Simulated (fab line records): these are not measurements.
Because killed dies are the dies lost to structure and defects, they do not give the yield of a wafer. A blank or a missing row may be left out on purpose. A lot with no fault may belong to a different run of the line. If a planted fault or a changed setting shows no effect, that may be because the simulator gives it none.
3 desks looking at one fault | flow n5 finfet | every desk sees just its own numbers, and what lay behind them comes last

== THE METROLOGY DESK ==
What the gauges read, lot by lot, whatever tool the lot ran on: means of the sampled wafers that have a number. A lot is out of limits, marked OUT, if its mean lies more than 4 standard deviations from the usual mean; the brackets give that distance. Of its 11 readings 7 are shown: those that lie furthest out on some lot.
Columns: A = M1_RS at N5_BEOL_M1_RS_MEAS_58, usual 0.67 ohm/sq; B = DIBL_P at N5_BEOL_M4_RC_MEAS_101, usual 36.4 mV/V; C = IOFF_P at N5_BEOL_M4_RC_MEAS_101, usual 0.21 nA/um; D = ION_P at N5_BEOL_M4_RC_MEAS_101, usual 465 uA/um; E = SS_N at N5_BEOL_M4_RC_MEAS_101, usual 71.4 mV/dec; F = SS_P at N5_BEOL_M4_RC_MEAS_101, usual 73.2 mV/dec; G = VT_P at N5_BEOL_M4_RC_MEAS_101, usual -250 mV
lot  | first seen here | A    | B    | C    | D   | E    | F    | G
L300 | day 6 19:18     | 0.69 | 39.2 | 0.22 | 463 | 72.0 | 74.0 | -252
L302 | day 7 05:07     | 0.71 | 32.7 | 0.15 | 456 | 71.6 | 72.1 | -255
L305 | day 8 00:16     | 0.62 | 38.3 | 0.21 | 464 | 71.4 | 74.0 | -252
L307 | day 9 06:01     | 0.62 | 38.0 | 0.19 | 456 | 72.0 | 73.5 | -253
L308 | day 9 06:47     | 0.65 | 34.7 | 0.19 | 463 | 71.6 | 72.9 | -253
L311 | day 9 16:22     | 0.72 | 36.5 | 0.19 | 466 | 70.6 | 72.9 | -252
L313 | day 9 18:58     | 0.65 | 36.0 | 0.22 | 462 | 72.0 | 73.6 | -250
L318 | day 11 05:09    | 0.67 | 37.7 | 0.20 | 452 | 71.3 | 73.1 | -253
L322 | day 12 15:35    | 0.69 | 36.8 | 0.21 | 458 | 71.3 | 73.2 | -248
This desk found nothing out of limits on any of the 9 lots.

== FOR THE TOOL OWNER'S DESK: cvd co-01 ==
The tool's own readings at N5_BEOL_M1_CO_CAP_55 (material Co, precursor CCTBA/H2, target thk 2 nm, time 102.1 s): means of the sampled wafers that have a number, for each lot that ran on this tool. A lot is out of limits, marked OUT, if its mean lies more than 4 standard deviations from the usual mean; the brackets give that distance.
Columns: A = heater power w at N5_BEOL_M1_CO_CAP_55, usual 227 W
lot  | first seen here | A
L300 | day 6 19:07     | 211
L302 | day 7 04:56     | 236
L308 | day 9 06:36     | 234
L311 | day 9 16:10     | 240
This desk found nothing out of limits on any of the 4 lots.

== THE DEFECT DESK ==
Lot by lot, what the route's inspections counted, given as the mean of those sampled wafers with a number. A lot is out of limits, marked OUT, if its mean lies more than 4 standard deviations from the usual mean; the brackets give that distance.
Columns: A = raw defect count at N5_BEOL_M1_INSPECT_59, usual 82
lot  | first seen here | A
L300 | day 6 19:19     | 79
L302 | day 7 05:08     | 99
L305 | day 8 00:17     | 104
L307 | day 9 06:02     | 72
L308 | day 9 06:48     | 69
L311 | day 9 16:23     | 157
L313 | day 9 18:59     | 78
L318 | day 11 05:10    | 108
L322 | day 12 15:37    | 94
This desk found nothing out of limits on any of the 9 lots.

== PUT TOGETHER ==
Nothing out of limits was seen by the metrology desk.
Nothing out of limits was seen by the tool owner's desk.
The defect desk saw nothing out of limits.

== WHAT HAD BEEN PUT IN BY THE SIMULATOR ==
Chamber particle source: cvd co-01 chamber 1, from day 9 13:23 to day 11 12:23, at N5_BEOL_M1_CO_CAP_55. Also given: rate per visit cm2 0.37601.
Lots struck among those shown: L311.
